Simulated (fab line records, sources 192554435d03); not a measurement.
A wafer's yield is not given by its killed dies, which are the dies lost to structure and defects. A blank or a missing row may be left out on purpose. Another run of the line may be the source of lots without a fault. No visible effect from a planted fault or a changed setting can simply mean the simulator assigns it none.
Struck lot and sound lot, side by side + flow n5-finfet + 38 out of 1938 route steps
Sound: these wafers, L453.2, L453.3, L453.6. Struck: wafers L463.2, L463.3. (L463.6 of the same lot was not struck and is left out.) The cause comes at the end.
Each step with rows lists, per side, the tool, then ch with its chambers, then its first start. Under that, the readings that differ: sound wafers + struck wafers + difference of the means + sigmas: that difference in standard deviations of wafers without a fault.
alike: words and numbers the same on both sides, and readings whose means are apart by under 2 such deviations; not compared: readings that were withheld, readings missing a value for some wafer, numbers with overlapping values and no deviation given by the record, and bounds like >300 which may hide the same value.
Wherever a step has rows on one side only, a row that says differs or no value, or a row with sigmas, the two part there. Non-overlapping numbers with no deviation appear without sigmas and do not part them. A reading that every wafer of one side lacks parts them only if that side has two wafers or more.

first, 9 steps without rows for these wafers: N5_SDB_CMP_30 (polishes, stops on poly-Si, t overpolish 1.54 s, target thk 30 nm); N5_DUMMY_REMOVAL_HM_STRIP_01 (strips SiNx in CH3F/O2, stops on poly-Si, target depth 4 nm, time 6.8 s); N5_DUMMY_REMOVAL_STRIP_10 (strips in N2/H2, time 40 s); N5_DUMMY_REMOVAL_PRECLEAN_07 (cleans in dHF, time 30 s); N5_DUMMY_REMOVAL_DUMMY_REMOVE_02 (chemistry TMAH, target poly-Si, stops on SiO2, target depth 142 nm, time 57 s, rinse time 30 s); N5_DUMMY_REMOVAL_PRECLEAN_08 (cleans in NF3:NH3, afs cycles 2, time 20 s, sublimation time 60 s); N5_DUMMY_REMOVAL_PRECLEAN_04 (cleans in DHF, time 37 s); N5_DUMMY_REMOVAL_SRD_05 (time 30 s); N5_HKMG_FIN_IL_REGROW_00 (material SiO2, chemistry O3, target thk 0.75 nm, time 30 s).
N5_HKMG_FIN_HK_ALD_01: deposits HfO2, target thk 1.6 nm, pulse time 3 s, purge time 3 s.
  sound on ald-hk-02 ch 2,3, day 6 17:43; struck on ald-hk-03 ch 1,2, day 9 03:49
| reading                                      | sound       | struck | difference | sigmas |
|----------------------------------------------|-------------|--------|------------|--------|
| ald-cycles                                   | 30 30 30    | 38 38  | +8         |        |
| model.HfO2_of_HKMG_FIN_HK_ALD_01.thk-nm (nm) | 1.6 1.6 1.6 | 2 2    | +0         |        |
  alike: precursor-pulse-height-rel
then, 26 steps without rows for these wafers: N5_HKMG_FIN_HK_ANNEAL_02 (time 30 s); N5_HKMG_FIN_ALD_74 (deposits La2O3, target thk 0.5 nm, pulse time 6 s, co reactant pulse time 1 s); N5_HKMG_FIN_ALD_75 (deposits Al2O3, target thk 1 nm, co reactant pulse time 1 s); N5_HKMG_FIN_COAT_41 (time 60 s, resist thk 300 nm); N5_HKMG_FIN_COAT_42 (time 60 s, resist thk 35 nm); N5_HKMG_FIN_COAT_43 (resist thk 90 nm); N5_HKMG_FIN_EBR_45; N5_HKMG_FIN_SOFTBAKE_44 (time 60 s); N5_HKMG_FIN_EXPOSE_46 (exposes mask NDIPOLE); N5_HKMG_FIN_PEB_47 (peb time 60 s); N5_HKMG_FIN_DEVELOP_48 (develop time 30 s); N5_HKMG_FIN_DESCUM_53 (chemistry O2, time 7.9 s); N5_HKMG_FIN_ETCH_54 (etches SiARC in CF4, target depth 45.5 nm, time 75.8 s); N5_HKMG_FIN_ETCH_55 (etches SOC in N2/H2, target depth 240 nm, time 300 s); N5_HKMG_FIN_STRIP_56 (strips in N2/H2); N5_HKMG_FIN_STRIP_57 (strips in CF4); N5_HKMG_FIN_ETCH_58 (etches SOC in N2/H2, target depth 215.8 nm, time 741 s); N5_HKMG_FIN_STRIP_93 (strips SOC in N2/H2, time 20 s); N5_HKMG_FIN_WET_ETCH_76 (etches Al2O3 in dNH4OH, stops on La2O3, target depth 2.25 nm, rinse time 30 s); N5_HKMG_FIN_STRIP_60 (strips in N2/H2, time 360 s); N5_HKMG_FIN_WET_ETCH_77 (etches La2O3 in dHCl, stops on HfO2, target depth 2 nm); N5_HKMG_FIN_WET_ETCH_78 (etches Al2O3 in dNH4OH, stops on La2O3, target depth 4.5 nm, rinse time 30 s); N5_HKMG_FIN_ALD_79 (deposits TiN, target thk 1.5 nm, pulse time 1 s, purge time 3 s); N5_HKMG_FIN_CVD_62 (deposits a-Si from Si2H6, target thk 3 nm, time 20.8 s); N5_HKMG_FIN_RTA_80 (time 2 s); N5_HKMG_FIN_PRECLEAN_64 (cleans in dHF, time 30 s).
N5_HKMG_FIN_THK_MEAS_70: measures by xrf.
  sound: film-metro-02 at day 6 21:27; struck: film-metro-02 at day 9 07:11
| reading     | sound             | struck      | difference | sigmas |
|-------------|-------------------|-------------|------------|--------|
| HK_THK (nm) | 1.553 1.576 1.558 | 1.938 1.983 | +0.398     | +19    |
-- a jump in the record: the struck wafers' starts before and after are 4 days apart (it breaks off in module HKMG_FIN and resumes in module BEOL_M4, where the first step shown is number 1111 of the route) --
N5_BEOL_M4_RC_MEAS_101:
  sound on prober-01 ch 0, day 10 14:39; struck on prober-02 ch 0, day 13 02:19
| reading         | sound                | struck        | difference | sigmas |
|-----------------|----------------------|---------------|------------|--------|
| EOT_N           | 10.47 10.60 10.61    | 11.30 11.35   | +0.76      | +8     |
| EOT_P           | 10.40 10.53 10.56    | 11.28 11.42   | +0.85      | +9     |
| IGATE_N (nA/um) | 0.0162 0.0117 0.0108 | 0.0007 0.0007 | -0.0122    | -6     |
| IGATE_P (nA/um) | 0.0048 0.0035 0.0033 | 0.0002 0.0002 | -0.0037    | -6     |
  alike: DIBL_N, DIBL_P, IOFF_N, IOFF_P, ION_N, ION_P, SS_N, SS_P, VT_N, VT_P

## WHERE THEY PART
Earliest at N5_HKMG_FIN_THK_MEAS_70; latest, in this record, at N5_BEOL_M4_RC_MEAS_101.

WHY: what the simulator had put in
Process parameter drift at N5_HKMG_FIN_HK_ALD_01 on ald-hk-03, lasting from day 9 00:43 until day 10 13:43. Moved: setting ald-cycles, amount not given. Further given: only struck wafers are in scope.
